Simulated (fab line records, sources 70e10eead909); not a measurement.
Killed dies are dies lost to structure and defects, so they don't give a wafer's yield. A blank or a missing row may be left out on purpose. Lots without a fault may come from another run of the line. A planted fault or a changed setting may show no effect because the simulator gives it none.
Which tool did it? | flow nand_harc | 24 lots, 72 wafers sampled, at 4 steps of a route of 1159

WHAT THE GAUGES READ, wafer by wafer
NHARC_A_M1_INSPECT_11. Usual: raw_defect_count 29, standard deviation 15.
lot  | measured     | on                | raw_defect_count | flag
L076 | day 17 22:52 | defect_inspect-02 | 10 10 12         |
L074 | day 17 23:08 | defect_inspect-01 | 33 34 41         |
L075 | day 18 01:38 | defect_inspect-02 | 29 30 32         |
L078 | day 18 09:29 | defect_inspect-01 | 21 22 15         |
L079 | day 18 14:05 | defect_inspect-01 | 5 11 11          |
L077 | day 18 14:15 | defect_inspect-01 | 17 18 19         |
L080 | day 19 21:00 | defect_inspect-02 | 13 13 14         |
L082 | day 19 21:21 | defect_inspect-01 | 20 23 23         |
L084 | day 20 02:05 | defect_inspect-02 | 55 41 39         |
L083 | day 20 02:50 | defect_inspect-01 | 20 26 23         |
L081 | day 20 03:00 | defect_inspect-02 | 30 29 34         |
L085 | day 20 18:12 | defect_inspect-01 | 44 43 54         |
L087 | day 20 18:58 | defect_inspect-02 | 27 27 28         |
L086 | day 21 00:20 | defect_inspect-02 | 15 16 23         |
L089 | day 21 04:08 | defect_inspect-01 | 33 31 34         |
L088 | day 21 13:26 | defect_inspect-02 | 21 38 47         |
L091 | day 22 05:42 | defect_inspect-01 | 64 74 64         |
L090 | day 22 05:51 | defect_inspect-01 | 37 40 28         |
L094 | day 22 10:34 | defect_inspect-01 | 21 15 19         |
L095 | day 23 09:38 | defect_inspect-01 | 45 40 36         |
L092 | day 23 11:50 | defect_inspect-01 | 57 59 59         |
L093 | day 23 18:20 | defect_inspect-02 | 31 27 30         |
L096 | day 23 20:03 | defect_inspect-02 | 28 23 19         |
L097 | day 23 22:53 | defect_inspect-02 | 17 20 24         |

WHICH TOOL RAN EACH LOT (tool, then ch and the chambers of the sampled wafers, then the start)
lot  | NHARC_A_M0_DESCUM_14               | NHARC_A_M0_PVD_20                       | NHARC_A_M0_ANNEAL_30
L076 | rie_diel-06 ch 0,2, day 17 18:47   | pvd_sputter-01, day 17 20:29 or earlier | rtp_anneal-01 ch 0, day 17 20:29
L074 | rie_diel-10 ch 1,3, day 17 19:04   | pvd_sputter-03, day 17 20:49 or earlier | rtp_anneal-02 ch 0, day 17 20:49
L075 | rie_diel-10 ch 0,3, day 17 21:38   | pvd_sputter-01, day 17 23:24 or earlier | rtp_anneal-01 ch 0, day 17 23:24
L078 | rie_diel-08 ch 0,1,2, day 18 05:17 | pvd_sputter-02, day 18 06:56 or earlier | rtp_anneal-02 ch 0, day 18 06:56
L079 | rie_diel-10 ch 1,2,3, day 18 09:50 | pvd_sputter-01, day 18 11:45 or earlier | rtp_anneal-02 ch 0, day 18 11:45
L077 | rie_diel-06 ch 1,3, day 18 10:11   | pvd_sputter-03, day 18 11:59 or earlier | rtp_anneal-01 ch 0, day 18 11:59
L080 | rie_diel-08 ch 0,2,3, day 19 16:57 | pvd_sputter-03, day 19 18:40 or earlier | rtp_anneal-02 ch 0, day 19 18:40
L082 | rie_diel-10 ch 2,3, day 19 17:16   | pvd_sputter-02, day 19 19:05 or earlier | rtp_anneal-02 ch 0, day 19 19:05
L084 | rie_diel-06 ch 0,1, day 19 21:23   | pvd_sputter-01, day 19 23:31 or earlier | rtp_anneal-02 ch 0, day 19 23:31
L083 | rie_diel-10 ch 0,3, day 19 21:58   | pvd_sputter-02, day 20 00:07 or earlier | rtp_anneal-01 ch 0, day 20 00:07
L081 | rie_diel-08 ch 0,2,3, day 19 22:17 | pvd_sputter-01, day 20 00:32 or earlier | rtp_anneal-02 ch 0, day 20 00:32
L085 | rie_diel-08 ch 0,1,2, day 20 14:11 | pvd_sputter-01, day 20 16:05 or earlier | rtp_anneal-01 ch 0, day 20 16:05
L087 | rie_diel-08 ch 1,2,3, day 20 15:00 | pvd_sputter-02, day 20 16:43 or earlier | rtp_anneal-01 ch 0, day 20 16:43
L086 | rie_diel-10 ch 0,1,2, day 20 19:44 | pvd_sputter-01, day 20 21:30 or earlier | rtp_anneal-02 ch 0, day 20 21:30
L089 | rie_diel-10 ch 0,1,3, day 21 00:17 | pvd_sputter-02, day 21 01:57 or earlier | rtp_anneal-01 ch 0, day 21 01:57
L088 | rie_diel-06 ch 2,3, day 21 09:26   | pvd_sputter-03, day 21 11:07 or earlier | rtp_anneal-02 ch 0, day 21 11:07
L091 | rie_diel-08 ch 0,2, day 22 01:41   | pvd_sputter-01, day 22 03:28 or earlier | rtp_anneal-02 ch 0, day 22 03:28
L090 | rie_diel-10 ch 1,2,3, day 22 01:52 | pvd_sputter-02, day 22 03:31 or earlier | rtp_anneal-01 ch 0, day 22 03:31
L094 | rie_diel-08 ch 0,2,3, day 22 06:28 | pvd_sputter-03, day 22 08:14 or earlier | rtp_anneal-01 ch 0, day 22 08:14
L095 | rie_diel-08 ch 0,1,2, day 23 05:37 | pvd_sputter-03, day 23 07:25 or earlier | rtp_anneal-02 ch 0, day 23 07:25
L092 | rie_diel-06 ch 0,1,2, day 23 06:55 | pvd_sputter-01, day 23 09:21 or earlier | rtp_anneal-02 ch 0, day 23 09:21
L093 | rie_diel-06 ch 0,1,2, day 23 13:34 | pvd_sputter-01, day 23 15:40 or earlier | rtp_anneal-01 ch 0, day 23 15:40
L096 | rie_diel-10 ch 0,1, day 23 15:56   | pvd_sputter-03, day 23 17:49 or earlier | rtp_anneal-01 ch 0, day 23 17:49
L097 | rie_diel-06 ch 0,3, day 23 18:41   | pvd_sputter-03, day 23 20:34 or earlier | rtp_anneal-02 ch 0, day 23 20:34
- NHARC_A_M0_DESCUM_14: chemistry O2, time 3 s.
- NHARC_A_M0_PVD_20: deposits TaN, target thk 5 nm, time 8.06 s.
- NHARC_A_M0_ANNEAL_30: time 90 s.

WHAT THE TOOLS THEMSELVES READ (means of the sampled wafers that have a number; where no wafer has one, the mark that the record gives instead)
NHARC_A_M0_DESCUM_14. Usual: drypump_motor_current_A 5.84 A, standard deviation 0.27; oes_product_au 0.996 a.u., standard deviation 0.012; rf_vpp_V 57.6 V, standard deviation 0.95; showerhead_plenum_p_Torr 1.87 Torr, standard deviation 0.09; throttle_valve_pct 11.311 %, standard deviation 0.009.
lot  | tool        | drypump_motor_current_A (A) | oes_product_au (a.u.) | rf_vpp_V (V) | showerhead_plenum_p_Torr (Torr) | throttle_valve_pct (%) | flag
L076 | rie_diel-06 | 5.87                        | 1.001                 | 58.2         | 1.92                            | 11.318                 |
L074 | rie_diel-10 | 5.59                        | 0.989                 | 57.7         | 1.93                            | 11.315                 |
L075 | rie_diel-10 | 5.87                        | 0.995                 | 57.7         | 1.88                            | 11.313                 |
L078 | rie_diel-08 | 5.92                        | 1.001                 | 58.5         | 1.93                            | 11.311                 |
L079 | rie_diel-10 | 5.71                        | 0.988                 | 57.9         | 1.92                            | 11.318                 |
L077 | rie_diel-06 | 5.97                        | 1.010                 | 56.6         | 1.78                            | 11.310                 |
L080 | rie_diel-08 | 5.75                        | 0.990                 | 58.5         | 1.84                            | 11.309                 |
L082 | rie_diel-10 | 5.85                        | 0.981                 | 57.2         | 1.90                            | 11.305                 |
L084 | rie_diel-06 | 6.25                        | 0.999                 | 57.1         | 1.89                            | 11.301                 |
L083 | rie_diel-10 | 5.65                        | 1.005                 | 58.6         | 1.97                            | 11.311                 |
L081 | rie_diel-08 | 5.74                        | 0.979                 | 58.4         | 1.84                            | 11.314                 |
L085 | rie_diel-08 | 5.90                        | 0.993                 | 57.2         | 1.92                            | 11.310                 |
L087 | rie_diel-08 | 5.74                        | 0.993                 | 57.9         | 1.90                            | 11.304                 |
L086 | rie_diel-10 | 5.94                        | 0.991                 | 57.2         | 1.83                            | 11.306                 |
L089 | rie_diel-10 | 5.72                        | 0.997                 | 57.4         | 1.91                            | 11.305                 |
L088 | rie_diel-06 | 5.73                        | 0.996                 | 57.3         | 1.87                            | 11.316                 |
L091 | rie_diel-08 | 6.00                        | 1.000                 | 56.8         | 1.87                            | 11.313                 |
L090 | rie_diel-10 | 5.72                        | 0.997                 | 56.9         | 1.92                            | 11.315                 |
L094 | rie_diel-08 | 5.77                        | 0.998                 | 57.0         | 1.84                            | 11.308                 |
L095 | rie_diel-08 | 5.90                        | 0.996                 | 57.9         | 1.92                            | 11.311                 |
L092 | rie_diel-06 | 5.99                        | 0.991                 | 57.8         | 1.88                            | 11.315                 |
L093 | rie_diel-06 | 5.99                        | 0.999                 | 57.1         | 1.88                            | 11.315                 |
L096 | rie_diel-10 | 5.91                        | 0.996                 | 57.4         | 1.82                            | 11.307                 |
L097 | rie_diel-06 | 6.12                        | 0.997                 | 56.7         | 1.83                            | 11.319                 |

NHARC_A_M0_PVD_20. Usual: throttle_valve_pct 30.4 %, standard deviation 1.1.
lot  | tool           | throttle_valve_pct (%) | flag
L076 | pvd_sputter-01 | 31.2                   |
L074 | pvd_sputter-03 | 30.3                   |
L075 | pvd_sputter-01 | 31.3                   |
L078 | pvd_sputter-02 | 31.0                   |
L079 | pvd_sputter-01 | 30.6                   |
L077 | pvd_sputter-03 | 30.1                   |
L080 | pvd_sputter-03 | 30.8                   |
L082 | pvd_sputter-02 | 29.8                   |
L084 | pvd_sputter-01 | 29.7                   |
L083 | pvd_sputter-02 | 30.7                   |
L081 | pvd_sputter-01 | 31.2                   |
L085 | pvd_sputter-01 | 31.3                   |
L087 | pvd_sputter-02 | 30.6                   |
L086 | pvd_sputter-01 | 29.8                   |
L089 | pvd_sputter-02 | 31.1                   |
L088 | pvd_sputter-03 | 30.1                   |
L091 | pvd_sputter-01 | 31.6                   |
L090 | pvd_sputter-02 | 31.0                   |
L094 | pvd_sputter-03 | 30.0                   |
L095 | pvd_sputter-03 | 29.7                   |
L092 | pvd_sputter-01 | 31.4                   |
L093 | pvd_sputter-01 | 31.4                   |
L096 | pvd_sputter-03 | 29.8                   |
L097 | pvd_sputter-03 | 29.1                   |

NHARC_A_M0_ANNEAL_30. Usual: wafer_temp_C_max 226.0, standard deviation 0.35.
lot  | tool          | wafer_temp_C_max | flag
L076 | rtp_anneal-01 | 226.2            |
L074 | rtp_anneal-02 | 225.9            |
L075 | rtp_anneal-01 | 226.4            |
L078 | rtp_anneal-02 | 225.6            |
L079 | rtp_anneal-02 | 225.6            |
L077 | rtp_anneal-01 | 226.3            |
L080 | rtp_anneal-02 | 225.8            |
L082 | rtp_anneal-02 | 225.6            |
L084 | rtp_anneal-02 | 225.7            |
L083 | rtp_anneal-01 | 226.3            |
L081 | rtp_anneal-02 | 225.6            |
L085 | rtp_anneal-01 | 226.9            |
L087 | rtp_anneal-01 | 226.2            |
L086 | rtp_anneal-02 | 225.8            |
L089 | rtp_anneal-01 | 226.2            |
L088 | rtp_anneal-02 | 225.7            |
L091 | rtp_anneal-02 | 225.4            |
L090 | rtp_anneal-01 | 226.1            |
L094 | rtp_anneal-01 | 226.1            |
L095 | rtp_anneal-02 | 226.1            |
L092 | rtp_anneal-02 | 225.7            |
L093 | rtp_anneal-01 | 226.2            |
L096 | rtp_anneal-01 | 226.2            |
L097 | rtp_anneal-02 | 226.1            |

THE ANSWER, worked out from the rows above alone
Rule: a lot is off if the mean of its wafers that have a number lies more than 3 standard deviations from the usual mean. A lot without any number at a reading at which 4 lots or more have one is off too. The other lots that the step has rows for count as sound. The gauges are gone through in route order, then the tools' own readings, and for those a lot's mean is taken as printed above. The first step at which some lot is off is used, and at that step the reading that is off furthest; a lot without a number counts as furthest.
No lot is off at any reading shown: from this, nothing can be told.

WHAT THE SIMULATOR HAD PUT IN
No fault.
